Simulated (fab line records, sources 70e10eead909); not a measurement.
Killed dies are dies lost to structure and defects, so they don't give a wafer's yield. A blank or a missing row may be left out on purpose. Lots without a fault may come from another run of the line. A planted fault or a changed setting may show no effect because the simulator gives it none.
fab line records | flow nand_harc
record lots=7 wafers=21 last_day=34
route steps=1302 shown A_CONTACT@1039
lots that met no fault: from a run of the same line without faults
start_h: hours from the record's first day to the start of the lot's first wafer shown | wait_h: hours since the lot's step before | " the same as in the row above | L1.1+2: a row that stands for several wafers | - no value, or no start given | * or withheld: withheld | < > ~ a bound
route shown NAME@n: a module of which the file shows steps, and the number in the route of the first | usual: mean/standard deviation of fault-free wafers | same: alike in all rows | chamber/n: place in a boat | sites: the reading at each site | _std_site: their standard deviation | _edge_site: outer sites' mean less inner sites' | radius_mm: how far each site lies from the wafer's centre | mask NAME#n: copy n | behind: the tool/chamber that last shaped the wafer | hold: why the lot was held/for how many hours/how that ended | device: the transistor (n, p or np) that didn't switch | end of line: the same wafers' tests at the end of the route | a step without rows: its recipe alone | killed: dies lost to structure and defects at the first sort, not the wafer's yield | map: a wafer's dies, x killed, . not, _ none there
set.NAME: the setting as run; set.NAME@STEP: as run at that earlier step | model.NAME: the simulator's own value behind a step, which no gauge read
lots at some steps of the route; a table a step, a row a wafer
services: from which hour (start_h, from the record's first day; less than 0 if before it) a tool's chamber was out of use, for how many hours, and why
## steps
# step NHARC_A_CONTACT_CD_MEAS_69
# recipe target_cd_nm=300 landing_energy_ev=500
# usual cd_nm=300.0/0.43
# columns lot.wafer tool chamber start_h wait_h cd_nm
L851.3 cd_sem-02 0 544.73 - 299.4
L851.4 " 0 " " 299.8
L851.5 " 0 " " 299.2
L855.1 cd_sem-02 0 569.82 - 300.0
L855.2 " 0 " " 300.0
L855.3 " 0 " " 299.5
L859.1 cd_sem-02 0 611.22 - 299.6
L859.4 " 0 " " 299.5
L859.5 " 0 " " 299.7
L864.1 cd_sem-01 0 646.75 - 299.9
L864.2 " 0 " " 299.6
L864.6 " 0 " " 299.7
L865.1 cd_sem-01 0 676.89 - 300.3
L865.4 " 0 " " 300.5
L865.6 " 0 " " 299.8
L866.1 cd_sem-01 0 683.62 - 300.2
L866.2 " 0 " " 299.4
L866.4 " 0 " " 300.2
L872.1 cd_sem-01 0 741.94 - 300.1
L872.4 " 0 " " 299.7
L872.5 " 0 " " 300.5
# step NHARC_A_CONTACT_OVL_MEAS_70
# usual overlay_x_nm=0.3/0.95 overlay_y_nm=0.4/1.1
# columns lot.wafer tool chamber start_h wait_h overlay_x_nm overlay_y_nm
L851.3 overlay-02 - 544.81 - 0.1 -1.2
L851.4 " - " " -0.1 -1.6
L851.5 " - " " 0.5 -1.2
L855.1 overlay-01 - 569.91 - -1.2 -1.6
L855.2 " - " " -2.0 -1.3
L855.3 " - " " -1.4 -1.1
L859.1 overlay-02 - 611.31 - 1.3 0.7
L859.4 " - " " 1.0 0.7
L859.5 " - " " 0.7 0.3
L864.1 overlay-02 - 646.84 - 0.2 1.6
L864.2 " - " " -0.3 1.5
L864.6 " - " " 0.0 1.6
L865.1 overlay-02 - 676.98 - 2.5 1.2
L865.4 " - " " 2.5 1.4
L865.6 " - " " 2.5 1.3
L866.1 overlay-01 - 683.71 - 0.6 -1.2
L866.2 " - " " 0.5 -0.9
L866.4 " - " " 0.3 -0.9
L872.1 overlay-02 - 742.03 - 0.4 -1.1
L872.4 " - " " 0.3 -0.9
L872.5 " - " " 0.1 -0.9
# step NHARC_A_CONTACT_INSPECT_71
# usual raw_defect_count=72/39
# columns lot.wafer tool chamber start_h wait_h raw_defect_count
L851.3 defect_inspect-01 - 544.85 0.0 98
L851.4 " - " " 111
L851.5 " - " " 93
L855.1 defect_inspect-01 - 569.94 0.0 135
L855.2 " - " " 145
L855.3 " - " " 163
L859.1 defect_inspect-02 - 611.35 0.0 93
L859.4 " - " " 89
L859.5 " - " " 91
L864.1 defect_inspect-02 - 646.88 0.0 34
L864.2 " - " " 40
L864.6 " - " " 66
L865.1 defect_inspect-02 - 677.01 0.0 111
L865.4 " - " " 100
L865.6 " - " " 101
L866.1 defect_inspect-02 - 683.74 0.0 73
L866.2 " - " " 78
L866.4 " - " " 70
L872.1 defect_inspect-01 - 742.07 0.0 63
L872.4 " - " " 29
L872.5 " - " " 42
# step NHARC_A_CONTACT_DESCUM_74
# recipe time_s=3 o2_flow_sccm=200 ar_flow_sccm=0 bias_power_w=0 chemistry=O2
# step NHARC_A_CONTACT_ETCH_75
# recipe target_depth_a=390 over_etch_frac=0.3 time_s=65 ion_energy_ev=80 cf4_flow_sccm=150 ar_flow_sccm=0 rf_w=300 bias_w=100 chemistry=CF4
# usual bias_w=100.0/0.31 cf4_flow_sccm=149.9/0.46 drypump_motor_current_A=5.7/0.58 oes_product_au=1.003/0.0081 rf_vpp_V=151.2/1.3 showerhead_plenum_p_Torr=1.77/0.086 throttle_valve_pct=13.284/0.0095
# columns lot.wafer tool chamber start_h wait_h bias_w cf4_flow_sccm drypump_motor_current_A oes_product_au rf_hours_counter_h rf_vpp_V showerhead_plenum_p_Torr throttle_valve_pct
L851.4 rie_diel-02 3 544.99 0.1 100.4 149.7 5.9 1.002 20 150.6 1.74 13.282
L851.3 " 2 " " 100.0 150.0 6.3 1.013 20 150.6 1.67 13.272
L851.5 " 3 " " 99.4 149.5 5.9 1.006 - 152.3 1.74 13.284
L855.3 rie_diel-02 1 570.09 0.1 100.5 149.4 5.8 0.993 28 152.2 1.83 13.287
L855.1 " 3 " " 99.6 150.7 5.8 1.003 26 150.5 1.74 13.271
L855.2 " 0 " " 100.6 149.7 4.8 1.005 27 151.0 1.71 13.265
L859.4 rie_diel-05 0 611.53 0.1 99.9 150.0 5.4 0.997 7 154.0 1.89 13.292
L859.1 " 2 " " 100.0 150.0 6.4 1.000 5 152.9 1.91 13.283
L859.5 " 3 " " 100.4 149.8 6.4 1.000 - 153.1 1.91 13.291
L864.2 rie_diel-02 3 647.05 0.1 99.8 150.3 5.8 0.996 10 150.3 1.74 13.291
L864.1 " 0 " " 99.7 149.3 4.8 0.988 11 151.1 1.70 13.279
L864.6 " 0 " " 99.7 149.5 4.8 0.996 - 151.1 1.70 13.278
L865.4 rie_diel-02 2 677.17 0.1 100.2 150.1 6.3 1.010 19 150.8 1.66 13.289
L865.1 " 3 " " 100.2 150.0 5.8 1.014 15 150.4 1.74 13.281
L865.6 " 2 " " 100.1 150.6 6.3 0.994 - 151.1 1.66 13.275
L866.2 rie_diel-02 3 683.89 0.1 100.0 150.8 5.8 1.002 17 150.0 1.74 13.291
L866.4 " 0 " " 99.5 149.5 4.8 1.002 17 149.3 1.70 13.297
L866.1 " 2 " " 100.0 149.6 6.3 0.998 23 148.9 1.66 13.283
L872.1 rie_diel-06 1 742.21 0.1 99.6 149.8 6.5 1.008 23 149.1 1.69 13.276
L872.4 " 2 " " 100.1 150.5 5.8 1.010 23 153.6 1.77 13.282
L872.5 " 2 " " 99.9 150.4 5.8 1.011 - 151.9 1.77 13.282
# step NHARC_A_CONTACT_ETCH_76
# recipe target_depth_a=2600 over_etch_frac=0.3 time_s=475.3 ion_energy_ev=200 n2_flow_sccm=150 h2_flow_sccm=150 ar_flow_sccm=0 rf_w=400 bias_w=150 chemistry=N2/H2
# usual bias_w=149.9/0.46 chamber_pressure_mTorr=30.003/0.028 drypump_motor_current_A=5.8/0.56 oes_product_au=1.003/0.0083 rf_vpp_V=430/3.1 showerhead_plenum_p_Torr=2.03/0.11 throttle_valve_pct=14.170/0.01
# columns lot.wafer tool chamber start_h wait_h bias_w chamber_pressure_mTorr drypump_motor_current_A oes_product_au rf_hours_counter_h rf_vpp_V showerhead_plenum_p_Torr throttle_valve_pct
L851.3 rie_diel-02 2 - - 150.1 30.025 6.3 1.004 20 428 1.91 14.178
L851.4 " 3 " " 150.3 30.037 5.8 1.006 20 431 2.01 14.165
L851.5 " 1 " " 149.0 29.990 5.8 0.994 - 434 2.12 14.160
L855.1 rie_diel-02 2 - - 150.1 30.013 6.3 1.009 26 427 1.91 14.159
L855.3 " 3 " " 149.6 29.974 5.8 1.003 26 430 2.00 14.171
L855.2 " 0 " " 149.9 30.016 4.8 0.995 27 429 1.96 14.159
L859.4 rie_diel-05 2 - - 150.6 30.060 6.4 1.003 5 434 2.22 14.163
L859.1 " 1 " " 149.9 30.039 5.0 0.984 7 434 2.18 14.171
L859.5 " 3 " " 149.9 29.934 6.4 1.004 - 436 2.22 14.171
L864.2 rie_diel-02 2 - - 150.0 30.031 6.3 1.002 14 426 1.90 14.165
L864.1 " 3 " " 150.6 30.030 5.8 1.004 10 430 2.00 14.169
L864.6 " 3 " " 149.5 30.050 5.8 1.009 - 429 2.00 14.181
L865.1 rie_diel-02 1 - - 150.5 30.007 5.8 1.004 16 433 2.11 14.162
L865.4 " 3 " " 149.5 29.995 5.8 1.005 15 429 2.00 14.174
L865.6 " 1 " " 150.3 29.998 5.8 1.004 - 432 2.11 14.166
L866.1 rie_diel-02 0 - - 151.2 29.962 4.8 0.995 17 427 1.95 14.166
L866.2 " 1 " " 150.7 29.976 5.8 1.020 19 433 2.11 14.163
L866.4 " 3 " " 150.3 29.989 5.8 1.006 17 429 2.00 14.191
L872.4 rie_diel-06 1 - - 149.7 29.966 6.5 0.990 23 428 1.94 14.166
L872.1 " 3 " " 150.3 29.973 5.5 1.002 24 435 2.21 14.187
L872.5 " 0 " " 149.7 30.030 5.8 1.004 - 429 1.93 14.160
# step NHARC_A_CONTACT_ETCH_77
# recipe target_depth_a=1089 time_s=54.5 cf4_flow_sccm=100 chf3_flow_sccm=30 ar_flow_sccm=0 rf_w=500 bias_w=200 chemistry=CF4/CHF3
# step NHARC_A_CONTACT_ETCH_78
# recipe target_depth_a=53000 over_etch_frac=0.3 time_s=1378 ion_energy_ev=150 o2_flow_sccm=400 cos_flow_sccm=20 ar_flow_sccm=0 rf_w=500 bias_w=300 chemistry=O2/COS
# step NHARC_A_CONTACT_ETCH_124
# recipe source_w=withheld pressure_mtorr=20 bias_v=withheld time_s=140 target_depth_a=7000 ar_flow_sccm=withheld c4f8_flow_sccm=withheld o2_flow_sccm=withheld chemistry=C4F8/O2/Ar
# step NHARC_A_CONTACT_ETCH_125
# recipe source_w=withheld pressure_mtorr=20 bias_v=3000 time_s=197 target_depth_a=19180 ar_flow_sccm=withheld c4f8_flow_sccm=withheld o2_flow_sccm=withheld chemistry=C4F8/O2/Ar
# usual chamber_pressure_mTorr=20.001/0.019 oes_air_line_au=0.996/0.021
# columns lot.wafer tool chamber start_h wait_h chamber_pressure_mTorr oes_air_line_au rf_hours_counter_h
L851.4 har_cap_etch-02 0 546.71 0.2 20.006 1.005 -
L851.3 " 1 " " 19.997 0.997 -
L851.5 " 0 " " 19.973 0.986 -
L855.2 har_cap_etch-02 1 571.76 0.2 19.982 0.991 99
L855.1 " 0 " " 20.008 1.032 99
L855.3 " 1 " " 19.991 1.004 -
L859.1 har_cap_etch-03 1 613.30 0.2 19.978 1.021 60
L859.4 " 1 " " 20.016 0.968 -
L859.5 " 0 " " 19.986 0.977 -
L864.1 har_cap_etch-03 0 649.00 0.2 20.017 1.058 68
L864.2 " 1 " " 19.982 1.033 68
L864.6 " 1 " " 20.027 0.999 -
L865.1 har_cap_etch-02 0 678.85 0.2 19.973 0.969 120
L865.4 " 0 " " 19.979 0.986 -
L865.6 " 0 " " 20.004 1.019 -
L866.2 har_cap_etch-02 0 685.76 0.2 19.991 1.041 121
L866.1 " 1 " " 20.013 1.002 121
L866.4 " 0 " " 20.039 0.986 -
L872.1 har_cap_etch-01 0 743.87 0.2 19.995 0.969 44
L872.4 " 0 " " 20.002 0.994 -
L872.5 " 1 " " 19.983 0.999 -
# step NHARC_A_CONTACT_ETCH_126
# recipe source_w=withheld pressure_mtorr=20 bias_v=3000 time_s=197 target_depth_a=19180 ar_flow_sccm=withheld c4f8_flow_sccm=withheld o2_flow_sccm=withheld chemistry=C4F8/O2/Ar
# usual chamber_pressure_mTorr=20.001/0.018 oes_air_line_au=0.998/0.019
# columns lot.wafer tool chamber start_h wait_h chamber_pressure_mTorr oes_air_line_au rf_hours_counter_h
L851.4 har_cap_etch-02 0 546.88 0.1 20.000 0.999 -
L851.3 " 1 " " 19.992 0.996 -
L851.5 " 0 " " 19.997 1.037 -
L855.2 har_cap_etch-02 1 571.93 0.1 19.991 0.997 100
L855.1 " 0 " " 20.010 0.965 100
L855.3 " 1 " " 20.047 1.031 -
L859.1 har_cap_etch-03 1 613.47 0.1 19.997 1.015 61
L859.4 " 1 " " 19.974 1.004 -
L859.5 " 0 " " 20.001 0.990 -
L864.1 har_cap_etch-03 0 649.17 0.1 20.011 0.975 68
L864.2 " 1 " " 20.014 1.000 68
L864.6 " 1 " " 19.998 1.003 -
L865.1 har_cap_etch-02 0 679.02 0.1 19.976 0.998 120
L865.4 " 0 " " 19.997 0.994 -
L865.6 " 0 " " 19.964 0.999 -
L866.2 har_cap_etch-02 0 685.94 0.1 19.963 1.007 122
L866.1 " 1 " " 19.994 0.998 122
L866.4 " 0 " " 20.031 0.987 -
L872.1 har_cap_etch-01 0 744.04 0.1 19.969 0.997 45
L872.4 " 0 " " 20.041 0.980 -
L872.5 " 1 " " 19.998 1.040 -
# step NHARC_A_CONTACT_ETCH_127
# recipe source_w=withheld pressure_mtorr=20 bias_v=3000 time_s=197 target_depth_a=19180 ar_flow_sccm=withheld c4f8_flow_sccm=withheld o2_flow_sccm=withheld chemistry=C4F8/O2/Ar
# usual chamber_pressure_mTorr=19.996/0.019 oes_air_line_au=1.000/0.019
# columns lot.wafer tool chamber start_h wait_h chamber_pressure_mTorr oes_air_line_au rf_hours_counter_h
L851.4 har_cap_etch-02 0 547.06 0.1 19.993 0.999 -
L851.3 " 1 " " 19.997 0.984 -
L851.5 " 0 " " 19.952 0.996 -
L855.2 har_cap_etch-02 1 572.11 0.1 19.995 0.997 100
L855.1 " 0 " " 20.006 1.028 100
L855.3 " 1 " " 20.010 0.968 -
L859.1 har_cap_etch-03 1 613.65 0.1 19.998 0.997 61
L859.4 " 1 " " 19.988 0.990 -
L859.5 " 0 " " 19.946 1.011 -
L864.1 har_cap_etch-03 0 649.35 0.1 20.033 1.022 68
L864.2 " 1 " " 19.989 0.987 68
L864.6 " 1 " " 20.017 1.019 -
L865.1 har_cap_etch-02 0 679.20 0.1 19.999 0.976 120
L865.4 " 0 " " 20.009 0.993 -
L865.6 " 0 " " 20.018 0.998 -
L866.2 har_cap_etch-02 0 686.11 0.1 19.975 0.978 122
L866.1 " 1 " " 19.999 0.996 122
L866.4 " 0 " " 19.992 0.990 -
L872.1 har_cap_etch-01 0 744.22 0.1 19.995 0.990 45
L872.4 " 0 " " 19.996 0.993 -
L872.5 " 1 " " 19.999 0.990 -
# step NHARC_A_CONTACT_ETCH_128
# recipe source_w=withheld pressure_mtorr=20 bias_v=3000 time_s=197 target_depth_a=19180 ar_flow_sccm=withheld c4f8_flow_sccm=withheld o2_flow_sccm=withheld chemistry=C4F8/O2/Ar
# usual chamber_pressure_mTorr=19.999/0.016 oes_air_line_au=0.998/0.021
# columns lot.wafer tool chamber start_h wait_h chamber_pressure_mTorr oes_air_line_au rf_hours_counter_h
L851.4 har_cap_etch-02 0 547.24 0.1 20.000 1.040 -
L851.3 " 1 " " 20.014 1.004 -
L851.5 " 0 " " 20.005 1.001 -
L855.2 har_cap_etch-02 1 572.29 0.1 19.998 1.001 100
L855.1 " 0 " " 19.997 0.983 100
L855.3 " 1 " " 19.990 0.977 -
L859.1 har_cap_etch-03 1 613.83 0.2 19.996 0.997 61
L859.4 " 1 " " 20.022 1.004 -
L859.5 " 0 " " 20.026 1.017 -
L864.1 har_cap_etch-03 0 649.53 0.1 - - -
L864.2 " 1 " " - - -
L864.6 " 1 " " - - -
L865.1 har_cap_etch-02 0 679.38 0.1 - - -
L865.4 " 0 " " - - -
L865.6 " 0 " " - - -
L866.2 har_cap_etch-02 0 686.29 0.1 - - -
L866.1 " 1 " " - - -
L866.4 " 0 " " - - -
L872.1 har_cap_etch-01 0 744.40 0.1 20.025 1.024 45
L872.4 " 0 " " 20.008 0.997 -
L872.5 " 1 " " 19.976 0.997 -
# step NHARC_A_CONTACT_ETCH_129
# recipe source_w=withheld pressure_mtorr=20 bias_v=3000 time_s=197 target_depth_a=19180 ar_flow_sccm=withheld c4f8_flow_sccm=withheld o2_flow_sccm=withheld chemistry=C4F8/O2/Ar
## services
# columns tool chamber start_h hours kind
rie_diel-02 0 525.79 - clean
rie_diel-02 1 525.79 - clean
rie_diel-02 2 525.79 - clean
rie_diel-02 3 525.79 - clean
rie_diel-06 - 545.51 0.6 repair
rie_diel-02 0 550.62 - clean
rie_diel-02 1 550.62 - clean
rie_diel-02 2 550.62 - clean
rie_diel-02 3 550.62 - clean
rie_diel-02 - 571.20 9.0 pm
rie_diel-02 0 571.20 9.0 vent_cycle
rie_diel-02 1 571.20 9.0 vent_cycle
rie_diel-02 2 571.20 9.0 vent_cycle
rie_diel-02 3 571.20 9.0 vent_cycle
rie_diel-05 - 583.68 9.0 pm
rie_diel-02 0 587.88 3.2 repair
rie_diel-02 3 609.61 14.8 repair
rie_diel-05 0 637.01 11.8 repair
rie_diel-02 1 642.23 10.7 repair
rie_diel-02 0 651.71 1.5 repair
rie_diel-06 - 661.27 9.0 pm
rie_diel-02 2 684.20 5.6 repair
rie_diel-05 2 713.97 2.4 repair
rie_diel-06 0 721.43 1.9 repair
## key
first_sign step=NHARC_A_CONTACT_ETCH_128 reading=tool_record direction=missing
effect none on later readings
met_at NHARC_A_CONTACT_ETCH_128
struck_wafers L864.1,L864.2,L864.6,L865.1,L865.4,L865.6,L866.1,L866.2,L866.4
later_rows_left_out L864.1,L864.2,L864.6,L865.1,L865.4,L865.6,L866.1,L866.2,L866.4
sort_left_out L864.1,L864.2,L864.6,L865.1,L865.4,L865.6,L866.1,L866.2,L866.4
tester_left_out L864,L865,L866
onset_between 613.83 649.53
fault kind=skipped_step_whole tool=har_cap_etch-02,har_cap_etch-03 chamber=- onset_h=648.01 steps=NHARC_A_CONTACT_ETCH_128 scope=struck_lots_only
# tester_left_out: of these lots the tester's yield and bins aren't shown, on N5 and GAA mostly nor the transistor test; their killed dies are dies lost to structure and defects alone, not to doping, threshold or leakage, so they don't give the yield
# sort_left_out: the simulated sort isn't trusted on such a fault, so these wafers' sort isn't shown, and their yield isn't known
# later_rows_left_out: the simulator's readings of these wafers behind a module that went badly wrong aren't trusted and aren't shown, but for the sort
